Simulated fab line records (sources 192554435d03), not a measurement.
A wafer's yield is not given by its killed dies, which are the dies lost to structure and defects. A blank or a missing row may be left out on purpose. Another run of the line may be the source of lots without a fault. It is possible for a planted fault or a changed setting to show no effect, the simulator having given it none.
Matching of chambers    flow n5 finfet    3 sister chambers for N5_FIN_SAQP_PECVD_48 on pecvd-03
The step deposits SiNx from SiH4/NH3/N2, target thk 25 nm, time 22.1 s. 3 wafers are shown with their chamber, then 7 later ones without.

## WAFERS, EACH WITH ITS CHAMBER
wafer   chamber  showerhead plenum p Torr (Torr)
L740.4  0        5.13
L740.6  2        5.10
L746.1  1        5.28

## WAFERS MISSING THEIR CHAMBER
wafer   showerhead plenum p Torr (Torr)
L746.2  5.12
L746.3  5.11
L751.2  5.14
L751.3  5.27
L751.6  5.12
L753.1  5.12
L753.4  5.12

## WHICH CHAMBER EACH WENT THROUGH
wafer   from the rows above      in truth
L746.2  can't be placed: 0 or 2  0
L746.3  can't be placed: 2 or 0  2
L751.2  0                        0
L751.3  1                        1
L751.6  can't be placed: 0 or 2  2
L753.1  can't be placed: 0 or 2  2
L753.4  can't be placed: 0 or 2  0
2 of 7 placed correctly. From these rows, 5 cannot be placed; in 5 the true chamber is one of the candidates. Placed wrongly: 0.
How it was worked out, from the rows above alone: a wafer's distance from a chamber is the root of the sum, over the readings, of the square of ((its reading less the chamber's mean) divided by the reading's scatter). The wafer belongs to the nearest chamber; if the next one is less than 2 further off, it can't be placed. A chamber's mean is the mean of its shown wafers. The scatter (one wafer shown for each chamber): square how far every hidden wafer sits from the nearest shown wafer, average those squares and take the square root.
